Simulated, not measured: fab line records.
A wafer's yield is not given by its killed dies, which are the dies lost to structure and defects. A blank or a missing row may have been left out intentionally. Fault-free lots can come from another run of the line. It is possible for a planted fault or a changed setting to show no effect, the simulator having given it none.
A struck lot beside a sound one / flow n5_finfet / 14 out of 1938 route steps
Sound: these wafers, L192.1, L192.5, L192.6. Struck: wafers L202.4, L202.5 (left out: L202.1, a lot-mate that was not struck); the cause follows at the end.
Per side, at each step with rows, come the tool, then ch with its chambers, and then its first start. Under that, the readings that differ: sound wafers / struck wafers / difference of the means / sigmas: that difference in standard deviations of wafers without a fault.
alike: readings whose means differ by less than 2 such deviations, and words and numbers that are the same on both sides. not compared: withheld readings, readings that some wafer has no value for, bounds like >300 that may hide the same value, and numbers for which the record gives no deviation and whose values overlap.
A row with sigmas, a row that says differs or no value, or rows on one side alone: a step with any of these is where the two part. When numbers do not overlap yet have no deviation, they are printed without sigmas and do not part them. A reading that every wafer of one side lacks parts them only if that side has two wafers or more.

first, 7 steps without rows for these wafers: N5_BEOL_M12_COAT_22 (resist thk 300 nm); N5_BEOL_M12_EBR_24; N5_BEOL_M12_SOFTBAKE_23 (time 60 s); N5_BEOL_M12_EXPOSE_25 (exposes mask M12); N5_BEOL_M12_PEB_26 (peb time 90 s); N5_BEOL_M12_DEVELOP_27 (develop time 45 s); N5_BEOL_M12_HARDBAKE_32 (time 120 s).
N5_BEOL_M12_CD_MEAS_28: the cd target is 160.2 nm.
  sound on cd_sem-02 ch 0, day 13 03:59; struck on cd_sem-02 ch 0, day 15 12:01
  alike: cd_nm
N5_BEOL_M12_OVL_MEAS_29:
  sound on overlay-01 ch 0, day 13 04:01; struck on overlay-02 ch 0, day 15 12:04
  alike: M12_OVL
N5_BEOL_M12_INSPECT_30: inspects for defects (macro).
  sound on defect_inspect-01 at day 13 04:02; struck on defect_inspect-01 at day 15 12:05
  alike: raw_defect_count
N5_BEOL_M12_DESCUM_33: chemistry O2, time 7.9 s.
  sound on rie_diel-04 ch 0,1, day 13 04:05; struck on rie_diel-04 ch 1,3, day 15 12:07
  alike: drypump_motor_current_A, oes_product_au, rf_vpp_V, showerhead_plenum_p_Torr, throttle_valve_pct
  not compared: rf_hours_counter_h
N5_BEOL_M12_ETCH_67: etches SiARC in CF4, target depth 143 nm, time 238.3 s.
  sound on rie_diel-04 ch 0,1, day 13 04:07; struck on rie_diel-04 ch 1,3, day 15 12:09
reading=etch_rf_on_time_s (s); sound=232.9 238.1 231.5; struck=241.4 241.4; difference=+7.2; sigmas=+2
  alike: drypump_motor_current_A, oes_product_au, rf_vpp_V, showerhead_plenum_p_Torr, throttle_valve_pct
  not compared: rf_hours_counter_h
N5_BEOL_M12_ETCH_68: etches SOC in N2/H2, time 285 s.
  sound on rie_diel-04 ch 0,1, day 13 04:16; struck on rie_diel-04 ch 1,3, day 15 12:17
reading=model.SiARC_of_BEOL_M12_COAT_66.thk_nm (nm); sound=85 85.6 85.2; struck=76.2 75.6; difference=-9.4; sigmas=
  alike: drypump_motor_current_A, oes_product_au, rf_vpp_V, showerhead_plenum_p_Torr, throttle_valve_pct
  not compared: rf_hours_counter_h
then, 1 step without rows for these wafers: N5_BEOL_M12_STRIP_69 (strips in N2/H2).

## WHERE THEY PART
Only at N5_BEOL_M12_ETCH_67, as far as this record shows. Later steps at which nothing parts them and some readings are alike: N5_BEOL_M12_ETCH_68.

WHY: what the simulator had put in
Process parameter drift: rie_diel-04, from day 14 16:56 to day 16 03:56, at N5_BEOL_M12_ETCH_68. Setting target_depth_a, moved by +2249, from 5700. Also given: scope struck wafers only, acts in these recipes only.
